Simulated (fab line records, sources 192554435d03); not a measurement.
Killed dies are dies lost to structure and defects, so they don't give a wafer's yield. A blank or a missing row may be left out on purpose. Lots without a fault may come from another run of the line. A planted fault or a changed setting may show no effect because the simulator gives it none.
Split-lot experiment | flow n5_finfet | 7 lots, 21 wafers read, on a route of 1938 steps

THE SPLIT
At N5_SD_EPI_P_COAT_34 (time 60 s, resist thk 350 nm), the setting spin_rpm was moved away from the recipe's 1500 rpm on 7 of the 21 wafers read, by -9.7% to +10.4%. The other wafers ran this setting at the recipe's value.

The reading is taken at the split's own step.

THE READING
SOC_of_SD_EPI_P_COAT_34.thk_nm (the simulator's own value, which no gauge read), in nm, at N5_SD_EPI_P_COAT_34 (time 60 s, resist thk 350 nm). The file gives no usual value for it. The 14 wafers here that ran the recipe average 350.9 nm, standard deviation 1.2 nm.

wafer  | tool, chamber at the split | spin_rpm as run, rpm | against the recipe | SOC_of_SD_EPI_P_COAT_34.thk_nm, nm | against lot-mates on the recipe
L079.2 | litho_track-01, 0          | 1500                 | recipe             | 349.2                              | -
L079.4 | litho_track-01, 0          | 1500                 | recipe             | 349.2                              | -
L079.5 | litho_track-01, 0          | 1500                 | recipe             | 348.8                              | -
L081.3 | litho_track-01, 0          | 1500                 | recipe             | 352.6                              | -
L081.4 | litho_track-01, 0          | 1500                 | recipe             | 352.6                              | -
L081.5 | litho_track-01, 0          | 1500                 | recipe             | 351.2                              | -
L082.1 | litho_track-03, 0          | 1354                 | -9.7%              | 369                                | +18.6
L082.4 | litho_track-03, 0          | 1500                 | recipe             | 350.4                              | -
L082.5 | litho_track-03, 0          | 1354                 | -9.7%              | 369.2                              | +18.8
L083.1 | litho_track-01, 0          | 1500                 | recipe             | 351.6                              | -
L083.3 | litho_track-01, 0          | 1614                 | +7.6%              | 337.4                              | -14.2
L083.5 | litho_track-01, 0          | 1614                 | +7.6%              | 338                                | -13.6
L088.2 | litho_track-04, 0          | 1500                 | recipe             | 351                                | -
L088.3 | litho_track-04, 0          | 1500                 | recipe             | 351.4                              | -
L088.6 | litho_track-04, 0          | 1620                 | +8.0%              | 337.2                              | -14.0
L089.4 | litho_track-03, 0          | 1500                 | recipe             | 352.2                              | -
L089.5 | litho_track-03, 0          | 1500                 | recipe             | 352.4                              | -
L089.6 | litho_track-03, 0          | 1572                 | +4.8%              | 343.8                              | -8.5
L091.3 | litho_track-04, 0          | 1500                 | recipe             | 350.2                              | -
L091.4 | litho_track-04, 0          | 1500                 | recipe             | 350.4                              | -
L091.6 | litho_track-04, 0          | 1656                 | +10.4%             | 333                                | -17.3

THE FIT
A straight line over all 21 wafers: SOC_of_SD_EPI_P_COAT_34.thk_nm changes by -1.78 nm for each +1% of spin_rpm; r = -0.99; the points scatter about the line by 1.1 nm.
The same after taking each lot's own level away (the mean of its wafers on the recipe; 21 wafers): -1.82 nm for each +1%; r = -1.00; scatter 0.55 nm.
On that fit, the largest move of spin_rpm shifts the reading by 19 nm.
The lots' own levels span 349.07 to 352.30 nm, that is 2.6 times the standard deviation above.
So the lot-to-lot level changes the slope little: the two slopes agree.
Check: with one of the wafers moved furthest among these (+10.4%) left out of the fit, the line predicts -19.2 nm for it against its lot-mates. It came out at -17.3 nm against them.

OTHER SPLITS ON THESE WAFERS
These wafers also went through other splits before the reading. Each is held against what the fit with the lots' levels taken away leaves over:
other split on the same wafers        | wafers away from the commonest value | r with SOC_of_SD_EPI_P_COAT_34.thk_nm (lot level and that fit taken away)
N5_FIN_SAQP_PECVD_06 time_s           | 5                                    | +0.23
N5_FIN_SAQP_EXPOSE_13 dose_mj         | 7                                    | +0.07
N5_FIN_SAQP_SPACER1_ALD_24 ald_cycles | 7                                    | +0.07
N5_DUMMY_GATE_COAT_28 spin_rpm        | 7                                    | -0.14
N5_SD_EPI_N_EPI_21 epi_growth_time_s  | 4                                    | +0.15

THE FILE'S OWN FIT
SOC_of_SD_EPI_P_COAT_34.thk_nm changes by -1.78 nm for each +1% of spin_rpm, r = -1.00.
